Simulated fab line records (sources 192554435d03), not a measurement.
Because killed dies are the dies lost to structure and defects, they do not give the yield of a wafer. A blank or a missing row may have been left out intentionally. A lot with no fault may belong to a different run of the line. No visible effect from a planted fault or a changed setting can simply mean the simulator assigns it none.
Chamber matching    flow n5_finfet    N5_FIN_SAQP_ETCH_69 on rie_diel-06 has 4 sister chambers
The step etches SOC in N2/H2, stops on SiNx, target depth 150 nm. 7 wafers are shown with their chamber, then 8 later ones without.

== WAFERS PAIRED WITH THEIR CHAMBERS ==
wafer   chamber  showerhead_plenum_p_Torr (Torr)  throttle_valve_pct (%)
L075.1  1        2.47                             18.0
L075.3  0        2.55                             17.5
L082.4  1        2.47                             18.1
L089.2  3        2.64                             18.1
L089.3  2        2.47                             18.0
L089.6  2        2.47                             18.0
L090.2  3        2.63                             18.1

== WAFERS MISSING THEIR CHAMBER ==
wafer   showerhead_plenum_p_Torr (Torr)  throttle_valve_pct (%)
L090.3  2.47                             18.0
L090.5  2.46                             18.1
L095.2  2.47                             18.0
L095.4  2.46                             18.1
L095.6  2.63                             18.1
L096.1  2.47                             18.0
L096.2  2.46                             18.1
L096.4  2.63                             18.1

== CHAMBER TAKEN BY EACH ==
wafer   from the rows above      in truth
L090.3  can't be placed: 2 or 1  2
L090.5  can't be placed: 1 or 2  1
L095.2  can't be placed: 2 or 1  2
L095.4  can't be placed: 1 or 2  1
L095.6  3                        3
L096.1  can't be placed: 2 or 1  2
L096.2  can't be placed: 1 or 2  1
L096.4  3                        3
Placed correctly: 2 of 8. Not placeable from these rows: 6 (in 6, the candidates include the true chamber). Placed wrongly: 0.
How it was worked out, from the rows above alone: a wafer's distance from a chamber is the root of the sum, over the readings, of the square of ((its reading less the chamber's mean) divided by the reading's scatter). If the next closest chamber is less than 2 further off than the closest, the wafer can't be placed; otherwise it belongs to the closest. For every chamber, the mean is computed from those of its wafers that are shown. The scatter: take each reading less its chamber's mean, square it, sum over the shown wafers, divide by the number of wafers less the number of chambers, and take the root.
